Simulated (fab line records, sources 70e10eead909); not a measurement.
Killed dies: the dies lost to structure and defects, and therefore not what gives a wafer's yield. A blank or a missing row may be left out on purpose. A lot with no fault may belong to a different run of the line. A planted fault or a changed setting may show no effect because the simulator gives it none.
One fault through the eyes of 2 desks	flow nand-harc	only its own numbers are on each desk; what lay behind them is given at the end

== THE TOOL OWNER'S DESK: rie-diel-12 ==
The tool's own readings at NHARC_A_CONTACT_ETCH_48 (etches the open film in CF4, target depth 39 nm, time 65 s): means of the sampled wafers that have a number, for each lot that ran on this tool. If a lot's mean is further than 4 standard deviations from the usual mean, the lot is out of limits and carries the mark OUT (the distance appears in the brackets). Of its 8 readings 7 are shown: the one that was out of limits first, and those that lie furthest out on some lot.
Columns: A = bias-w at NHARC_A_CONTACT_ETCH_48, usual 99.94 W; B = cf4-flow-sccm at NHARC_A_CONTACT_ETCH_48, usual 150.0 sccm; C = drypump-motor-current-A at NHARC_A_CONTACT_ETCH_48, usual 5.64 A; D = oes-product-au at NHARC_A_CONTACT_ETCH_48, usual 0.999 a.u.; E = rf-fwd-power-W at NHARC_A_CONTACT_ETCH_48, usual 296.9 W; F = showerhead-plenum-p-Torr at NHARC_A_CONTACT_ETCH_48, usual 1.77 Torr; G = throttle-valve-pct at NHARC_A_CONTACT_ETCH_48, usual 13.284 %
lot	first seen here	A	B	C	D	E	F	G
L700	day 16 06:44	99.71	150.5	5.81	0.994	297.2	1.74	13.287
L699	day 16 10:52	99.99	150.0	5.72	0.994	296.0	1.77	13.281
L701	day 16 16:55	100.00	149.9	5.70	1.002	295.1	1.71	13.287
L703	day 17 19:41	100.03	150.2	5.57	1.004	298.1	1.77	13.276
L714	day 19 21:14	99.96	150.0	5.55	0.862 (-20) OUT	297.0	1.76	13.288
L715	day 20 15:24	100.12	149.7	5.61	0.859 (-20) OUT	296.6	1.81	13.284
L716	day 20 21:54	100.02	149.7	5.59	0.861 (-20) OUT	296.4	1.75	13.293
Finding of this desk: L714, L715, L716 out of limits; the first was L714 at day 19 21:14, on oes-product-au at NHARC_A_CONTACT_ETCH_48. Within limits: L700, L699, L701, L703.

== METROLOGY DESK ==
What the gauges read, lot by lot, whatever tool the lot ran on: means of the sampled wafers that have a number. If a lot's mean is further than 4 standard deviations from the usual mean, the lot is out of limits and carries the mark OUT (the distance appears in the brackets).
Columns: A = overlay-x-nm at NHARC_A_CONTACT_OVL_MEAS_43, usual -0.1 nm; B = overlay-y-nm at NHARC_A_CONTACT_OVL_MEAS_43, usual 0.2 nm
lot	first seen here	A	B
L700	day 16 06:31	-0.2	1.4
L699	day 16 10:38	1.2	0.6
L701	day 16 16:44	0.1	0.9
L702	day 16 17:31	0.1	1.0
L703	day 17 19:30	0.2	-0.3
L714	day 19 21:02	-0.2	0.4
L715	day 20 15:12	-0.3	-0.1
L718	day 20 16:02	1.1	-0.4
L716	day 20 21:41	0.4	-0.1
L719	day 21 12:41	0.5	-1.2
L717	day 21 15:22	-0.9	0.3
Finding of this desk: none of the 11 lots has anything out of limits.

== TAKEN TOGETHER ==
The tool owner's desk had the chance to raise an alarm at day 19 21:14 on L714, L715, L716.
Metrology desk: nothing out of limits seen.
The metrology desk holds a record of L714, L715, L716, inside its limits.
Every lot named ran NHARC_A_CONTACT_ETCH_48 on rie-diel-12.

== WHAT THE SIMULATOR HAD INSERTED ==
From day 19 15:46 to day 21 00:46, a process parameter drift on rie-diel-12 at NHARC_A_CONTACT_ETCH_48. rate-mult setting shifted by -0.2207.
Lots struck among those shown: L714, L715, L716.
Each desk's first reading out of limits, in hours after the fault started: the tool owner's desk, 5.
